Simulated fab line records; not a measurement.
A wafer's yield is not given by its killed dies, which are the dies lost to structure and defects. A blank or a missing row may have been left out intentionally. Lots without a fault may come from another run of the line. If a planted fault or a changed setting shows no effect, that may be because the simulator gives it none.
Which tool is to blame? ; flow n5 finfet ; 17 wafers from 6 lots sampled at 8 of the route's 1938 steps

## WHAT THE GAUGES SHOWED, per wafer
N5_BEOL_M10_OCD_MEAS_38.
lot;measured;on;trench depth nm (nm)
L629;day 13 14:18;ocd-01;148.2 150.4 148.1
L630;day 13 17:36;ocd-01;149.8 148.6 148.5
L631;day 13 22:31;ocd-01;185.1 147.8 149.9
L632;day 15 00:29;ocd-02;185.0 185.4
L641;day 17 15:38;ocd-02;150.7 151.4 149.8
L642;day 17 15:40;ocd-01;146.4 143.9 145.6

N5_BEOL_M10_THK_MEAS_53: measures by xrf.
lot;measured;on;M10_THK (nm)
L629;day 13 16:39;film metro-02;138.7 138.6 138.6
L630;day 13 20:12;film metro-02;140.6 140.0 138.9
L631;day 14 00:38;film metro-02;173.8 140.2 142.1
L632;day 15 04:25;film metro-02;172.9 174.1
L641;day 17 18:03;film metro-02;138.1 141.5 139.9
L642;day 17 18:05;film metro-01;137.7 135.1 134.9

N5_BEOL_M10_RS_MEAS_57: measures by four-point-probe.
lot;measured;on;M10_RS (ohm/sq)
L629;day 13 16:47;film metro-02;0.152 0.152 0.152
L630;day 13 20:20;film metro-01;0.149 0.151 0.151
L631;day 14 00:49;film metro-01;0.118 0.149 0.147
L632;day 15 04:32;film metro-02;0.118 0.118
L641;day 17 18:11;film metro-01;0.150 0.147 0.149
L642;day 17 18:13;film metro-02;0.153 0.156 0.156

N5_BEOL_M15_RC_MEAS_101.
lot;measured;on;COMB_M11 (S/m);COMB_M12 (S/m);COMB_M13 (S/m);COMB_M14 (S/m);COMB_M15 (S/m);COMB_M5 (S/m);COMB_M6 (S/m);COMB_M7 (S/m);COMB_M8 (S/m);COMB_M9 (S/m);SERP_M10 (ohm/um);SERP_M10_max_site (ohm/um);SERP_M11 (ohm/um);SERP_M12 (ohm/um);SERP_M13 (ohm/um);SERP_M14 (ohm/um);SERP_M5 (ohm/um);SERP_M6 (ohm/um);SERP_M6_max_site (ohm/um);SERP_M7 (ohm/um);SERP_M8 (ohm/um);SERP_M9 (ohm/um);SERP_M9_max_site (ohm/um)
L629;day 15 09:30;prober-02;1.3e-11 1e-11 1.5e-11;6e-12 5e-12 6.3e-12;3.8e-12 4.4e-12 3.2e-12;2.8e-12 2.5e-12 2.4e-12;1.9e-12 2.2e-12 8e-13;3.7e-11 4.8e-11 3.5e-11;1.8e-11 2.2e-11 3.6e-11;2.3e-11 4.6e-11 3e-11;2.5e-11 2.4e-11 2e-11;1.8e-11 1.6e-11 1.6e-11;3.05 3.03 3.09;3.16 3.20 3.21;3.08 3.09 3.05;0.633 0.663 0.644;0.306 0.321 0.311;0.157 0.162 0.158;39.5 39.2 40.2;13.6 13.9 14.1;14.4 14.1 14.5;14.1 14.3 13.9;13.0 12.6 13.1;3.12 3.05 3.01;3.17 3.19 3.09
L630;day 15 11:41;prober-01;1.5e-11 2.8e-11 1.9e-11;6.3e-12 7.9e-12 8e-12;5.8e-12 7e-12 7.3e-12;5.7e-12 4.2e-12 4.9e-12;5.3e-12 4.3e-12 4.6e-12;3.8e-11 4.4e-11 4.4e-11;2e-11 1.8e-11 2.1e-11;3.9e-11 3.3e-11 2.4e-11;2.5e-11 2.9e-11 2.5e-11;1.5e-11 2.3e-11 1.9e-11;2.94 3.09 3.09;3.04 3.18 3.18;3.26 2.97 3.00;0.669 0.674 0.664;0.297 0.310 0.302;0.164 0.164 0.164;38.8 40.7 39.0;13.8 13.8 13.6;14.5 14.4 14.2;14.2 14.0 14.0;13.0 13.4 12.8;3.18 3.06 3.13;3.26 3.25 3.19
L631;day 15 14:39;prober-01;1.6e-11 1.8e-11 2e-11;1.04e-11 7.2e-12 9.1e-12;7.5e-12 5.6e-12 7.9e-12;5.2e-12 4.8e-12 5.9e-12;4.1e-12 3.4e-12 3.3e-12;4e-11 3.6e-11 4.2e-11;2.1e-11 1.9e-11 2.1e-11;2.5e-11 2.6e-11 2.7e-11;2.1e-11 2.1e-11 2.6e-11;1.6e-11 1.5e-11 1.5e-11;2.37 3.00 2.99;2.43 3.05 3.03;3.18 3.23 3.09;0.659 0.638 0.660;0.315 0.311 0.306;0.156 0.160 0.164;39.2 38.0 37.5;13.4 14.0 13.6;14.3 14.5 14.0;14.4 14.8 13.6;14.2 13.1 13.3;2.94 3.13 3.14;3.13 3.20 3.28
L632;day 16 14:57;prober-02;1.4e-11 1.2e-11;6.6e-12 5.6e-12;2.8e-12 4e-12;2.3e-12 3.4e-12;1.4e-12 1.9e-12;3.3e-11 4.7e-11;1.7e-11 3e-11;2.5e-11 2.6e-11;2.5e-11 2e-11;1.5e-11 1.5e-11;2.41 2.41;2.47 2.45;2.90 3.16;0.620 0.642;0.308 0.318;0.165 0.169;44.1 41.1;12.8 13.1;13.0 13.8;14.3 14.3;13.1 14.1;3.10 3.11;3.19 3.16
L641;day 19 11:56;prober-02;1.1e-11 1.7e-11 1.5e-11;3.9e-12 4.9e-12 6e-12;3.6e-12 3.9e-12 5.2e-12;3.3e-12 3e-12 3.3e-12;2.3e-12 2.1e-12 1.7e-12;3.4e-11 3.7e-11 5.2e-11;2.2e-11 1.8e-11 2.4e-11;2.7e-11 1.6e-11 2.9e-11;2.9e-11 2.9e-11 2.9e-11;1e-11 1.3e-11 1.6e-11;3.05 3.04 2.91;3.25 3.16 3.09;2.94 3.08 2.91;0.617 0.660 0.620;0.315 0.310 0.290;0.159 0.162 0.168;39.7 41.6 39.1;13.7 14.6 13.5;14.5 15.0 14.0;14.3 14.2 13.7;13.5 13.9 13.4;2.97 3.02 3.00;3.00 3.25 3.04
L642;day 19 11:56;prober-01;1.9e-11 2.3e-11 2e-11;8.6e-12 9.2e-12 8.7e-12;6.5e-12 7.1e-12 7.9e-12;4.5e-12 5.8e-12 4.4e-12;4.6e-12 4.4e-12 4.4e-12;3e-11 4.9e-11 3.3e-11;3.1e-11 3.2e-11 3.1e-11;2.9e-11 3e-11 3.2e-11;2.6e-11 2.7e-11 2.1e-11;1.7e-11 2.2e-11 1.5e-11;3.15 3.22 3.13;3.32 3.27 3.26;3.05 2.99 2.96;0.649 0.640 0.661;0.299 0.310 0.299;0.163 0.166 0.159;37.2 40.4 39.2;13.3 13.8 13.7;13.8 14.1 14.2;13.3 12.9 13.2;14.2 14.1 14.0;3.08 3.07 3.00;3.12 3.10 3.04

## WHAT TOOL EACH LOT RAN ON (gives the tool, then ch and the chambers of the sampled wafers, and finally the start)
lot;N5_BEOL_M10_ETCH_61;N5_BEOL_M10_HM_OPEN_17;N5_BEOL_M10_TRENCH_ETCH_37;N5_BEOL_M10_ETCH_41
L629;rie diel-06 ch 0,3, day 13 11:30;rie metal-02 ch 0,1, day 13 11:44;rie diel-06 ch 0,2,3, day 13 14:07;rie diel-06 ch 0,2,3, day 13 14:18 or earlier
L630;rie diel-05 ch 1,2, day 13 14:48;rie metal-03 ch 0, day 13 15:22;rie diel-06 ch 0,3, day 13 17:25;rie diel-06 ch 0,3, day 13 17:36 or earlier
L631;rie diel-05 ch 1,2,3, day 13 18:55;rie metal-02 ch 0,1, day 13 19:09;rie diel-06 ch 0,2,3, day 13 22:20;rie diel-06 ch 0,2,3, day 13 22:31 or earlier
L632;rie diel-06 ch 0,2, day 14 22:14;rie metal-02 ch 1, day 14 22:28;rie diel-06 ch 1,2, day 15 00:18;rie diel-06 ch 1,2, day 15 00:29 or earlier
L641;rie diel-06 ch 1,2,3, day 17 13:10;rie metal-03 ch 0,1, day 17 13:26;rie diel-04 ch 1,2, day 17 15:26;rie diel-04 ch 1,2, day 17 15:38 or earlier
L642;rie diel-05 ch 0,2,3, day 17 13:26;rie metal-03 ch 0,1, day 17 13:40;rie diel-05 ch 0,1,2, day 17 15:29;rie diel-05 ch 0,1,2, day 17 15:40 or earlier
- N5_BEOL_M10_ETCH_61: etches SiARC in CF4, target depth 39 nm, time 65 s.
- N5_BEOL_M10_HM_OPEN_17: chemistry Cl2/BCl3, target TiN, target depth 20 nm, overetch 6 nm.
- N5_BEOL_M10_TRENCH_ETCH_37: etches SiCOH lowk in C4F6/O2, target depth 148.83 nm, time 48 s.
- N5_BEOL_M10_ETCH_41: etches SiCN in CH3F/O2, target depth 42.6 nm, time 86 s.

## WHAT THE TOOLS THEMSELVES READ (means of the sampled wafers that have a number; where no wafer has one, the mark that the record gives instead)
N5_BEOL_M10_ETCH_61.
lot;tool;drypump motor current A (A);etch rf on time s (s);mfc ar sccm (sccm);oes product au (a.u.);rf vpp V (V);showerhead plenum p Torr (Torr);throttle valve pct (%)
L629;rie diel-06;5.48;64.0;100.2;0.72;184.9;2.23;15.50
L630;rie diel-05;5.91;66.6;99.9;0.70;184.6;2.16;15.38
L631;rie diel-05;5.96;66.1;100.0;0.71;184.8;2.14;15.50
L632;rie diel-06;5.66;64.9;99.9;0.68;184.0;2.25;15.53
L641;rie diel-06;5.53;64.3;100.1;0.69;184.4;2.16;15.38
L642;rie diel-05;5.89;66.2;99.8;0.65;184.0;2.12;15.64

N5_BEOL_M10_HM_OPEN_17.
lot;tool;drypump motor current A (A);mfc ar sccm (sccm);oes_ar_750_au (a.u.);oes product au (a.u.);throttle valve pct (%)
L629;rie metal-02;5.6;24.94;0.78;0.65;21.94
L630;rie metal-03;6.4;25.06;0.76;0.68;22.24
L631;rie metal-02;5.5;24.97;0.80;0.68;22.04
L632;rie metal-02;5.8;24.96;0.75;0.64;21.80
L641;rie metal-03;5.8;25.07;0.81;0.69;22.04
L642;rie metal-03;6.1;25.00;0.77;0.68;22.14

N5_BEOL_M10_TRENCH_ETCH_37.
lot;tool;drypump motor current A (A);mfc ar sccm (sccm);oes_ar_750_au (a.u.);oes product au (a.u.);rf vpp V (V);run length s (s);showerhead plenum p Torr (Torr);throttle valve pct (%)
L629;rie diel-06;5.54;299.6;0.84;0.84;668;71.5;2.97;20.75
L630;rie diel-06;5.47;300.7;0.83;0.84;660;71.6;2.96;20.84
L631;rie diel-06;5.55;300.4;0.84;0.83;669;75.2;2.97;20.73
L632;rie diel-06;5.71;300.1;0.80;0.79;682;83.2;2.88;20.79
L641;rie diel-04;5.65;299.8;0.89;0.89;665;71.4;2.97;20.99
L642;rie diel-05;5.83;300.3;0.75;0.75;661;71.4;2.84;20.80

N5_BEOL_M10_ETCH_41.
lot;tool;drypump motor current A (A);mfc ar sccm (sccm);oes product au (a.u.);rf vpp V (V);run length s (s);showerhead plenum p Torr (Torr);throttle valve pct (%)
L629;rie diel-06;5.54;150.0;0.84;298.9;109.9;2.09;16.09
L630;rie diel-06;5.47;150.0;0.84;299.2;109.7;2.08;16.20
L631;rie diel-06;5.54;149.8;0.84;298.8;109.5;2.09;16.10
L632;rie diel-06;5.68;150.0;0.79;297.0;109.5;2.03;16.16
L641;rie diel-04;5.65;149.8;0.89;299.9;109.4;2.09;16.33
L642;rie diel-05;5.84;149.7;0.75;297.6;109.1;2.00;16.22

## THE ANSWER, worked out from the rows above alone
Rule: usual is defined by the lots themselves. The widest of any qualifying gaps counts: lots, ordered by their means at a reading, are off when they make up no more than a third of the lots, leave a main group of 4 or more, and stand apart from it by 3 or more times the standard deviation of that group's means. If all means in a main group match to the digits the tables above print for the reading, that group is not used. A lot without any number at a reading at which 4 lots or more have one is off too. Any other lot the step has rows for is counted as sound. After the gauges, taken in route order, come the tools' own readings; for these a lot's mean is taken, as printed above. At the first step where some lot is off, the reading lying furthest off is the one used; lots without a number count as furthest.
Off at N5_BEOL_M10_OCD_MEAS_38 (trench depth nm): L631, L632. Main group: mean 148.4 nm, sd 1.9.
If a tool, at a process step before that reading, ran all the lots that are off and no sound lot after the first of them, it fits. The gauges at N5_BEOL_M10_OCD_MEAS_38 aren't tried: what is off there is off at N5_BEOL_M10_THK_MEAS_53 too, on other tools, and a gauge's error can't cause that. With no start given for some of its lots, N5_BEOL_M10_ETCH_41 uses the hours and lot order of N5_BEOL_M10_OCD_MEAS_38. This does not decide it: 2 tools fit, namely rie metal-02 at N5_BEOL_M10_HM_OPEN_17 and rie diel-06 at N5_BEOL_M10_TRENCH_ETCH_37 and N5_BEOL_M10_ETCH_41.

## WHAT HAD BEEN PUT IN BY THE SIMULATOR
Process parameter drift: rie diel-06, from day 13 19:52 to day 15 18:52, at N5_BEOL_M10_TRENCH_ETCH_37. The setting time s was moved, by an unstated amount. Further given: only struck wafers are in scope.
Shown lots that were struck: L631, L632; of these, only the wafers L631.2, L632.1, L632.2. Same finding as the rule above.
